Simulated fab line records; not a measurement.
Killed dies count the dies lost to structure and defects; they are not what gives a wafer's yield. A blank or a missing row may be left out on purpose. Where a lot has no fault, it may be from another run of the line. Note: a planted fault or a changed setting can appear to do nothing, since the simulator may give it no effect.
Matching of chambers    flow n5_finfet    N5_BEOL_M11_ETCH_66 on rie_diel-06: 4 sister chambers
The step etches SOC in N2/H2, target depth 120 nm, overetch 24 nm, time 180 s. 18 wafers are shown with their chamber, then 9 later ones without.

== EACH WAFER AND ITS CHAMBER ==
wafer   chamber  drypump_motor_current_A (A)  showerhead_plenum_p_Torr (Torr)  throttle_valve_pct (%)
L075.3  2        6.01                         2.47                             18.17
L075.4  1        6.27                         2.42                             17.68
L075.6  3        5.41                         2.69                             17.84
L077.1  0        5.90                         2.63                             17.97
L077.2  3        5.42                         2.68                             17.85
L077.5  2        6.01                         2.46                             18.21
L076.1  0        5.90                         2.63                             17.98
L076.5  3        5.43                         2.68                             17.87
L076.6  2        6.03                         2.46                             18.22
L081.1  3        5.41                         2.68                             17.86
L081.2  2        6.02                         2.46                             18.22
L081.4  0        5.90                         2.62                             17.96
L079.1  0        5.92                         2.62                             17.94
L079.2  3        5.43                         2.68                             17.85
L079.3  1        6.28                         2.41                             17.72
L085.3  0        5.91                         2.62                             18.00
L085.5  0        5.94                         2.62                             17.98
L085.6  3        5.44                         2.68                             17.88

SIGNATURES (means of the wafers above)
reading                   chamber 0  chamber 1  chamber 2  chamber 3  scatter within a chamber
drypump_motor_current_A   5.9117     6.2750     6.0175     5.4233     0.0129
showerhead_plenum_p_Torr  2.6233     2.4150     2.4625     2.6817     0.00494
throttle_valve_pct        17.9717    17.7000    18.2050    17.8583    0.0201
Rule: for each reading, subtract the chamber's mean from the wafer's reading, divide by that reading's scatter and square the result; add these up over the readings and take the root, which gives the wafer's distance from the chamber. If the next closest chamber is less than 2 further off than the closest, the wafer can't be placed; otherwise it belongs to the closest. The scatter is the square root of a quotient: the sum, over the shown wafers, of each reading's squared deviation from its chamber's mean, divided by wafers minus chambers.

== WAFERS WHOSE CHAMBER IS MISSING ==
wafer   drypump_motor_current_A (A)  showerhead_plenum_p_Torr (Torr)  throttle_valve_pct (%)
L091.1  5.42                         2.67                             17.88
L091.3  6.25                         2.73                             17.24
L091.6  5.42                         2.67                             17.87
L093.1  6.27                         2.73                             17.27
L093.3  5.91                         2.61                             18.01
L093.5  6.26                         2.73                             17.25
L097.1  6.01                         2.44                             18.27
L097.3  6.27                         2.72                             17.28
L097.5  5.89                         2.61                             18.02

== CHAMBER TAKEN BY EACH ==
wafer    from the rows above   in truth
L091.1   3                     3
L091.3   0                     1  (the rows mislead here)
L091.6   3                     3
L093.1   0                     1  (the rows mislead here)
L093.3   0                     0
L093.5   0                     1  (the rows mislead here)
L097.1   2                     2
L097.3   0                     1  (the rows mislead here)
L097.5   0                     0
5 of 9 placed correctly. Number that these rows cannot place: 0. Placed wrongly: 4.
